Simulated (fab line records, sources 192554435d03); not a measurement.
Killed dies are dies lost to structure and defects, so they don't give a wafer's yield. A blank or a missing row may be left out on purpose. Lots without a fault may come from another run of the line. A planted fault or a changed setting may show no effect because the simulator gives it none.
fab line records | flow n5_finfet | part 1 of 2: steps 1 to 3 of 6
record lots=19 wafers=57 last_day=20
route steps=1938 shown BEOL_M1@773 BEOL_M2@855
lots that met no fault: from a run of the same line without faults
start_h: hours from the record's first day to the start of the lot's first wafer shown | wait_h: hours since the lot's step before | " the same as in the row above | L1.1+2: a row that stands for several wafers | - no value, or no start given | * or withheld: withheld | < > ~ a bound
route shown NAME@n: a module of which the file shows steps, and the number in the route of the first | usual: mean/standard deviation of fault-free wafers | same: alike in all rows | chamber/n: place in a boat | sites: the reading at each site | _std_site: their standard deviation | _edge_site: outer sites' mean less inner sites' | radius_mm: how far each site lies from the wafer's centre | mask NAME#n: copy n | behind: the tool/chamber that last shaped the wafer | hold: why the lot was held/for how many hours/how that ended | device: the transistor (n, p or np) that didn't switch | end of line: the same wafers' tests at the end of the route | a step without rows: its recipe alone | killed: dies lost to structure and defects at the first sort, not the wafer's yield | map: a wafer's dies, x killed, . not, _ none there
set.NAME: the setting as run; set.NAME@STEP: as run at that earlier step | model.NAME: the simulator's own value behind a step, which no gauge read
steps of the route over a sample of lots; a table a step, a row a wafer
services: from which hour (start_h, from the record's first day; less than 0 if before it) a tool's chamber was out of use, for how many hours, and why
## steps
# step N5_BEOL_M1_STRIP_66
# recipe chemistry=CF4 resist=SiARC power_w=300 bias_power_w=75 pressure_mtorr=50 cf4_flow_sccm=150 rf_frequency_hz=6e+07
# usual drypump_motor_current_A=5.7/0.42 oes_product_au=0.77/0.082 power_w=300.0/0.93 rf_vpp_V=270.7/1.6 showerhead_plenum_p_Torr=1.77/0.056 throttle_valve_pct=13.66/0.17
# columns lot.wafer tool chamber start_h wait_h drypump_motor_current_A oes_product_au power_w rf_hours_counter_h rf_vpp_V showerhead_plenum_p_Torr throttle_valve_pct
L074.2 rie_diel-05 0 122.38 0.0 5.8 0.70 302.2 201 271.3 1.78 13.50
L074.5 " 3 " " 6.4 0.77 299.4 - 271.5 1.79 13.81
L074.6 " 0 " " 5.8 0.70 301.6 - 269.6 1.78 13.48
L075.2 rie_diel-03 1 136.54 0.0 5.8 0.72 300.7 169 270.2 1.78 13.84
L075.3 " 3 " " 5.5 0.71 298.9 164 271.1 1.85 13.69
L075.4 " 0 " " 5.9 0.83 301.4 80 273.9 1.89 13.58
L076.1 rie_diel-02 0 138.21 0.0 4.8 0.68 299.4 242 272.3 1.84 13.96
L076.2 " 2 " " 6.0 0.86 301.8 52 271.5 1.75 13.48
L076.4 " 1 " " 5.6 0.75 300.9 - 269.7 1.72 13.74
L078.1 rie_diel-03 2 140.66 0.0 5.7 0.71 298.9 193 268.2 1.71 13.74
L078.3 " 3 " " 5.5 0.72 300.4 164 273.1 1.85 13.68
L078.5 " 1 " " 5.7 0.73 299.8 - 273.0 1.78 13.85
L079.3 rie_diel-02 3 167.76 0.0 5.9 0.73 299.7 173 269.6 1.73 13.56
L079.5 " 1 " " 5.6 0.75 300.9 - 269.2 1.72 13.74
L079.6 " 2 " " 6.1 0.85 299.3 - 269.2 1.75 13.50
L080.3 rie_diel-02 2 169.03 0.0 6.1 0.85 299.7 57 270.4 1.75 13.50
L080.5 " 2 " " 6.1 0.85 300.1 - 271.1 1.75 13.51
L080.6 " 1 " " 5.6 0.75 300.1 - 269.6 1.72 13.75
L082.1 rie_diel-05 3 217.46 0.0 6.4 0.75 299.8 151 270.0 1.79 13.85
L082.3 " 0 " " 5.8 0.69 298.7 216 270.6 1.78 13.52
L082.4 " 3 " " 6.4 0.76 299.7 - 272.6 1.79 13.83
L083.1 rie_diel-02 1 222.52 0.0 5.6 0.74 301.3 164 269.3 1.71 13.79
L083.4 " 0 " " 4.8 0.96 300.1 4 272.0 1.84 13.41
L083.6 " 0 " " 4.8 0.97 298.6 - 272.8 1.84 13.39
L085.2 rie_diel-02 2 236.96 0.0 6.1 0.83 300.0 72 269.1 1.74 13.54
L085.3 " 0 " " 4.8 0.96 299.9 7 273.5 1.84 13.39
L085.6 " 2 " " 6.1 0.83 301.9 - 270.3 1.74 13.53
L086.1 rie_diel-05 3 239.13 0.0 6.4 0.75 299.9 156 271.6 1.79 13.85
L086.4 " 3 " " 6.3 0.75 299.1 - 270.7 1.79 13.86
L086.6 " 2 " " 6.2 0.92 299.5 - 269.6 1.77 13.48
L087.2 rie_diel-02 0 240.19 0.0 4.8 0.95 301.8 9 273.8 1.84 13.41
L087.3 " 1 " " 5.6 0.74 299.9 169 268.5 1.71 13.78
L087.5 " 3 " " 5.9 0.71 300.5 - 267.7 1.72 13.59
L089.2 rie_diel-03 1 271.44 0.0 5.7 0.69 300.0 207 270.8 1.77 13.94
L089.4 " 3 " " 5.5 0.69 299.7 197 271.6 1.84 13.74
L089.5 " 3 " " 5.5 0.69 299.7 - 272.8 1.84 13.76
L090.1 rie_diel-02 3 271.94 0.0 5.9 0.71 299.3 197 270.2 1.72 13.63
L090.4 " 1 " " 5.6 0.73 300.7 178 269.3 1.71 13.81
L090.5 " 3 " " 5.9 0.71 298.9 - 268.5 1.72 13.62
L091.1 rie_diel-02 1 274.21 0.0 5.6 0.73 299.9 179 268.6 1.71 13.82
L091.4 " 3 " " 5.9 0.71 302.1 198 269.3 1.72 13.65
L091.6 " 1 " " 5.6 0.73 301.2 - 270.4 1.71 13.81
L092.1 rie_diel-02 3 275.44 0.0 5.9 0.71 300.6 198 271.4 1.72 13.62
L092.2 " 2 " " 6.0 0.83 299.5 83 270.1 1.74 13.58
L092.5 " 0 " " 4.8 0.92 302.0 - 270.3 1.83 13.45
L093.1 rie_diel-03 2 276.24 0.0 5.7 0.68 300.3 231 270.5 1.70 13.80
L093.3 " 3 " " 5.5 0.69 300.9 199 272.3 1.84 13.77
L093.5 " 3 " " 5.5 0.69 301.5 - 272.4 1.84 13.75
L096.1 rie_diel-02 3 309.11 0.0 5.9 0.70 298.7 210 268.8 1.72 13.66
L096.2 " 0 " " 4.8 0.91 301.1 27 271.2 1.83 13.45
L096.3 " 1 " " 5.6 0.73 301.2 191 269.8 1.71 13.84
L095.1 rie_diel-02 1 309.33 0.0 5.5 0.72 300.0 191 268.9 1.71 13.84
L095.2 " 2 " " 6.0 0.81 299.4 94 270.1 1.74 13.58
L095.4 " 3 " " 5.9 0.70 299.4 210 268.4 1.71 13.65
L094.1 rie_diel-03 0 309.43 0.0 5.9 0.77 300.3 130 272.3 1.87 13.67
L094.4 " 1 " " 5.7 0.69 299.8 218 271.3 1.77 13.95
L094.5 " 1 " " 5.7 0.70 300.2 - 269.8 1.77 13.94
# step N5_BEOL_M1_ETCH_77
# recipe chemistry=N2/H2 target=underlayer target_depth_a=65 mask_material=CAR-EUV time_s=5.2 ion_energy_ev=200 pressure_mtorr=30 source_w=840 bias_w=150 n2_flow_sccm=200 h2_flow_sccm=200 ends=cleared
# usual bias_w=150.0/0.47 drypump_motor_current_A=5.7/0.42 etch_rf_on_time_s=5.18/0.092 oes_product_au=0.67/0.079 rf_vpp_V=523.0/2.7 showerhead_plenum_p_Torr=2.51/0.081 throttle_valve_pct=17.94/0.17
# columns lot.wafer tool chamber start_h wait_h bias_w drypump_motor_current_A etch_rf_on_time_s oes_product_au rf_hours_counter_h rf_vpp_V showerhead_plenum_p_Torr throttle_valve_pct
L074.2 rie_diel-03 0 123.08 0.0 149.9 5.9 5.11 0.72 75 528.5 2.69 17.97
L074.5 " 3 " " 149.8 5.5 5.28 0.62 - 526.9 2.65 17.97
L074.6 " 2 " " 149.8 5.7 5.12 0.62 - 521.0 2.43 17.92
L075.2 rie_diel-03 3 137.38 0.0 150.1 5.5 5.33 0.61 164 525.7 2.65 17.98
L075.3 " 2 " " 149.4 5.7 5.27 0.59 192 519.9 2.43 17.94
L075.4 " 1 " " 150.3 5.8 5.32 0.63 169 522.9 2.54 18.26
L076.1 rie_diel-05 1 138.97 0.0 150.7 5.4 5.22 0.76 32 523.3 2.60 17.62
L076.2 " 0 " " 150.5 5.8 5.38 0.59 206 522.8 2.51 17.71
L076.4 " 2 " " 150.1 6.2 5.11 0.85 1 523.4 2.50 17.70
L078.1 rie_diel-02 0 141.39 0.0 149.2 4.8 5.24 0.58 244 523.9 2.60 18.18
L078.3 " 2 " " 149.7 6.1 5.10 0.74 53 521.2 2.48 17.84
L078.5 " 3 " " 150.7 5.9 5.06 0.63 - 519.9 2.44 17.90
L079.3 rie_diel-02 0 172.37 0.0 150.2 4.8 5.28 0.59 250 527.9 2.60 18.21
L079.5 " 3 " " 149.6 5.9 5.18 0.62 - 522.0 2.43 17.92
L079.6 " 2 " " 149.6 6.1 5.10 0.73 - 519.3 2.48 17.87
L080.3 rie_diel-02 3 172.78 0.0 150.2 5.9 5.13 0.63 176 520.0 2.43 17.90
L080.5 " 2 " " 149.9 6.1 5.06 0.73 - 522.2 2.48 17.81
L080.6 " 3 " " 149.9 5.9 5.10 0.63 - 517.9 2.43 17.91
L082.1 rie_diel-02 1 218.16 0.0 149.4 5.6 5.25 0.64 163 518.1 2.43 18.13
L082.3 " 0 " " 149.5 4.8 5.08 0.86 3 525.9 2.60 17.74
L082.4 " 3 " " 150.0 5.9 5.10 0.63 184 521.7 2.43 17.93
L083.1 rie_diel-05 0 223.32 0.0 149.8 5.8 5.42 0.59 218 524.3 2.51 17.76
L083.4 " 2 " " 150.2 6.2 5.15 0.81 - 522.4 2.49 17.70
L083.6 " 3 " " 150.3 6.4 5.14 0.65 - 523.4 2.53 18.12
L085.2 rie_diel-02 3 238.28 0.0 150.9 5.9 5.07 0.62 189 520.2 2.43 17.91
L085.3 " 1 " " 149.5 5.6 5.18 0.63 168 522.6 2.43 18.14
L085.6 " 3 " " 150.5 5.9 5.10 0.62 - 522.4 2.43 17.90
L086.1 rie_diel-05 3 239.96 0.0 149.8 6.3 5.11 0.65 156 526.2 2.53 18.12
L086.4 " 2 " " 151.0 6.2 5.12 0.79 17 523.5 2.49 17.73
L086.6 " 2 " " 150.6 6.2 5.18 0.79 - 522.0 2.49 17.74
L087.2 rie_diel-02 0 241.02 0.0 150.2 4.8 5.06 0.83 9 525.0 2.60 17.80
L087.3 " 1 " " 150.2 5.6 5.21 0.64 169 521.4 2.43 18.14
L087.5 " 3 " " 149.3 5.9 5.13 0.62 - 519.9 2.43 17.93
L089.2 rie_diel-02 2 272.24 0.0 149.7 6.1 5.06 0.72 82 522.4 2.47 17.89
L089.4 " 3 " " 149.3 5.9 5.11 0.61 197 520.2 2.42 17.92
L089.5 " 3 " " 149.6 5.9 5.13 0.61 - 517.6 2.42 17.92
L090.1 rie_diel-03 3 272.82 0.0 150.1 5.4 5.25 0.60 198 526.2 2.63 18.00
L090.4 " 1 " " 150.7 5.8 5.20 0.60 207 525.3 2.52 18.35
L090.5 " 2 " " 149.9 5.7 5.18 0.59 - 519.7 2.41 17.98
L091.1 rie_diel-03 0 275.17 0.0 149.8 6.0 5.23 0.66 119 527.0 2.67 18.05
L091.4 " 3 " " 150.4 5.5 5.38 0.59 199 526.2 2.63 18.04
L091.6 " 0 " " 150.2 5.9 5.20 0.67 - 528.4 2.67 18.07
L092.1 rie_diel-02 1 276.14 0.0 149.3 5.6 5.20 0.64 179 522.4 2.43 18.16
L092.2 " 2 " " 149.8 6.0 5.07 0.73 83 523.7 2.47 17.89
L092.5 " 1 " " 149.1 5.6 5.20 0.62 - 519.4 2.43 18.15
L093.1 rie_diel-02 0 276.97 0.0 149.7 4.8 5.07 0.81 20 524.8 2.59 17.77
L093.3 " 2 " " 150.2 6.1 5.11 0.71 84 521.8 2.46 17.89
L093.5 " 1 " " 149.5 5.6 5.20 0.63 - 521.3 2.43 18.16
L096.1 rie_diel-05 0 309.95 0.0 149.9 5.8 5.34 0.56 245 523.4 2.50 17.79
L096.2 " 3 " " 150.1 6.4 5.06 0.64 180 521.5 2.52 18.16
L096.3 " 2 " " 150.4 6.2 5.07 0.77 37 521.9 2.48 17.76
L095.1 rie_diel-02 2 310.16 0.0 149.9 6.1 5.06 0.70 95 521.9 2.46 17.91
L095.2 " 3 " " 150.7 5.9 5.05 0.61 210 518.6 2.42 17.95
L095.4 " 1 " " 150.2 5.6 5.18 0.62 191 522.9 2.42 18.17
L094.1 rie_diel-02 2 310.93 0.0 150.1 6.1 5.11 0.71 95 518.3 2.46 17.89
L094.4 " 1 " " 150.1 5.6 5.20 0.62 192 518.7 2.42 18.19
L094.5 " 0 " " 150.2 4.8 5.09 0.79 - 524.9 2.59 17.80
# step N5_BEOL_M1_ETCH_41
# recipe chemistry=CH3F/O2 target=SiCN target_depth_a=319 taper_deg=2 time_s=57.8 ion_energy_ev=120 mask_material=TiN pressure_mtorr=30 source_w=395 bias_w=75 Ar_flow_sccm=150 CH3F_flow_sccm=30 O2_flow_sccm=20
# usual bias_w=75.01/0.21 drypump_motor_current_A=5.7/0.42 oes_product_au=0.78/0.09 rf_vpp_V=296.9/1.5 showerhead_plenum_p_Torr=1.98/0.06 throttle_valve_pct=16.38/0.18
# columns lot.wafer tool chamber start_h wait_h bias_w drypump_motor_current_A oes_product_au rf_hours_counter_h rf_vpp_V showerhead_plenum_p_Torr throttle_valve_pct
L074.2 rie_diel-02 2 - - 75.32 6.0 0.88 47 296.6 1.96 16.28
L074.5 " 1 " " 74.77 5.6 0.77 - 296.2 1.92 16.50
L074.6 " 2 " " 74.89 6.0 0.89 - 296.7 1.96 16.28
L075.2 rie_diel-03 3 - - 75.20 5.5 0.72 164 299.9 2.08 16.48
L075.3 " 1 " " 74.58 5.7 0.73 169 297.5 2.00 16.65
L075.4 " 2 " " 74.96 5.7 0.71 192 294.8 1.91 16.48
L076.1 rie_diel-02 0 - - 74.90 4.8 0.69 243 298.7 2.05 16.62
L076.2 " 2 " " 74.83 6.1 0.88 52 295.5 1.96 16.31
L076.4 " 0 " " 74.59 4.8 0.69 - 300.1 2.05 16.63
L078.1 rie_diel-02 1 - - 74.86 5.6 0.76 151 294.4 1.91 16.51
L078.3 " 2 " " 75.56 6.0 0.87 55 296.5 1.95 16.30
L078.5 " 2 " " 75.21 6.1 0.88 - 295.9 1.95 16.30
L079.3 rie_diel-02 1 - - 75.04 5.6 0.75 158 295.6 1.91 16.51
L079.5 " 1 " " 74.83 5.6 0.75 - 295.8 1.91 16.52
L079.6 " 2 " " 74.79 6.1 0.86 - 297.0 1.95 16.32
L080.3 rie_diel-03 0 - - 75.34 5.9 0.81 96 300.1 2.10 16.32
L080.5 " 2 " " 75.17 5.7 0.70 - 295.4 1.91 16.50
L080.6 " 3 " " 75.18 5.5 0.70 - 298.1 2.08 16.50
L082.1 rie_diel-02 3 - - 75.43 5.9 0.73 185 294.7 1.91 16.30
L082.3 " 0 " " 74.78 4.8 0.99 3 298.4 2.04 16.17
L082.4 " 2 " " 74.98 6.0 0.86 68 295.8 1.95 16.33
L083.1 rie_diel-02 3 - - 75.34 5.9 0.74 186 296.7 1.91 16.29
L083.4 " 2 " " 75.04 6.1 0.86 69 294.4 1.95 16.32
L083.6 " 0 " " 75.25 4.8 1.00 - 297.3 2.04 16.16
L085.2 rie_diel-03 1 - - 74.90 5.7 0.71 196 296.5 1.99 16.70
L085.3 " 3 " " 75.24 5.5 0.70 189 296.8 2.08 16.51
L085.6 " 1 " " 74.99 5.7 0.71 - 297.2 1.99 16.70
L086.1 rie_diel-05 0 - - 75.26 5.8 0.68 221 298.8 1.98 16.21
L086.4 " 1 " " 75.00 5.3 0.89 44 298.8 2.04 16.04
L086.6 " 2 " " 75.29 6.2 0.93 - 296.1 1.96 16.25
L087.2 rie_diel-03 2 - - 74.84 5.7 0.69 220 294.7 1.91 16.53
L087.3 " 0 " " 74.94 5.9 0.79 108 298.2 2.09 16.33
L087.5 " 2 " " 75.23 5.7 0.69 - 297.0 1.91 16.52
L089.2 rie_diel-05 2 - - 74.97 6.2 0.90 29 295.9 1.96 16.28
L089.4 " 3 " " 74.97 6.4 0.74 168 296.9 1.99 16.64
L089.5 " 3 " " 74.71 6.3 0.75 - 297.7 1.99 16.65
L092.1 rie_diel-02 2 - - 74.93 6.0 0.84 84 297.4 1.94 16.35
L092.2 " 0 " " 74.92 4.8 0.93 20 297.3 2.04 16.20
L092.5 " 3 " " 75.11 5.9 0.72 - 295.8 1.90 16.30
L090.1 rie_diel-02 2 - - 75.29 6.1 0.85 84 296.1 1.95 16.36
L090.4 " 3 " " 75.08 5.9 0.72 200 294.9 1.90 16.31
L090.5 " 2 " " 75.24 6.0 0.84 - 296.3 1.95 16.35
L091.1 rie_diel-05 3 - - 74.96 6.4 0.75 169 297.9 1.99 16.64
L091.4 " 2 " " 75.18 6.2 0.90 30 296.6 1.96 16.27
L091.6 " 3 " " 74.80 6.4 0.74 - 297.5 1.99 16.65
L093.1 rie_diel-05 0 - - 75.18 5.8 0.67 234 296.3 1.97 16.25
L093.3 " 3 " " 74.99 6.4 0.74 170 296.9 1.99 16.64
L093.5 " 1 " " 74.89 5.3 0.87 - 298.2 2.04 16.08
L096.1 rie_diel-05 2 - - 75.32 6.2 0.88 38 296.4 1.95 16.30
L096.2 " 3 " " 74.62 6.4 0.74 180 298.6 1.99 16.68
L096.3 " 0 " " 75.10 5.8 0.66 245 297.2 1.97 16.27
L095.1 rie_diel-02 0 - - 74.86 4.8 0.90 28 298.2 2.04 16.21
L095.2 " 2 " " 75.06 6.1 0.81 95 297.3 1.94 16.36
L095.4 " 3 " " 75.00 5.9 0.71 211 296.0 1.90 16.33
L094.1 rie_diel-05 2 - - 75.27 6.2 0.89 38 296.3 1.95 16.30
L094.4 " 1 " " 75.04 5.3 0.86 70 298.3 2.03 16.10
L094.5 " 1 " " 75.07 5.4 0.85 - 298.0 2.03 16.09
